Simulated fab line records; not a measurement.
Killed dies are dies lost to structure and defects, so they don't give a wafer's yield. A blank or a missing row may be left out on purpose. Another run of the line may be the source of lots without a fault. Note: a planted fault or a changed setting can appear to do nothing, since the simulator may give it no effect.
Matching of chambers -- flow nand-harc -- NHARC_A_CONTACT_ETCH_48 on rie-diel-13 has 4 sister chambers
The step etches the open film in CF4, target depth 39 nm, time 65 s. 4 wafers are shown with their chamber, then 10 later ones without.

== WAFERS PAIRED WITH THEIR CHAMBERS ==
wafer,chamber,showerhead-plenum-p-Torr (Torr)
L083.1,1,1.79
L083.3,3,1.83
L090.1,2,1.68
L090.3,0,1.76

== WAFERS WHOSE CHAMBER IS MISSING ==
wafer,showerhead-plenum-p-Torr (Torr)
L090.6,1.79
L091.3,1.76
L091.4,1.68
L091.5,1.79
L095.1,1.68
L095.2,1.76
L095.4,1.79
L097.1,1.76
L097.2,1.68
L097.6,1.82

== CHAMBER TAKEN BY EACH ==
wafer,from the rows above,in truth
L090.6,1,1
L091.3,0,0
L091.4,2,2
L091.5,1,1
L095.1,2,2
L095.2,0,0
L095.4,1,1
L097.1,0,0
L097.2,2,2
L097.6,3,3
Placed correctly: 10 of 10. From these rows, 0 cannot be placed. Wrongly placed: 0.
How it was worked out, from the rows above alone: a wafer's distance from a chamber is the root of the sum, over the readings, of the square of ((its reading less the chamber's mean) divided by the reading's scatter). If the next closest chamber is less than 2 further off than the closest, the wafer can't be placed; otherwise it belongs to the closest. The mean given for a chamber averages the wafers shown for that chamber. The scatter (one wafer shown for each chamber): square how far every hidden wafer sits from the nearest shown wafer, average those squares and take the square root.
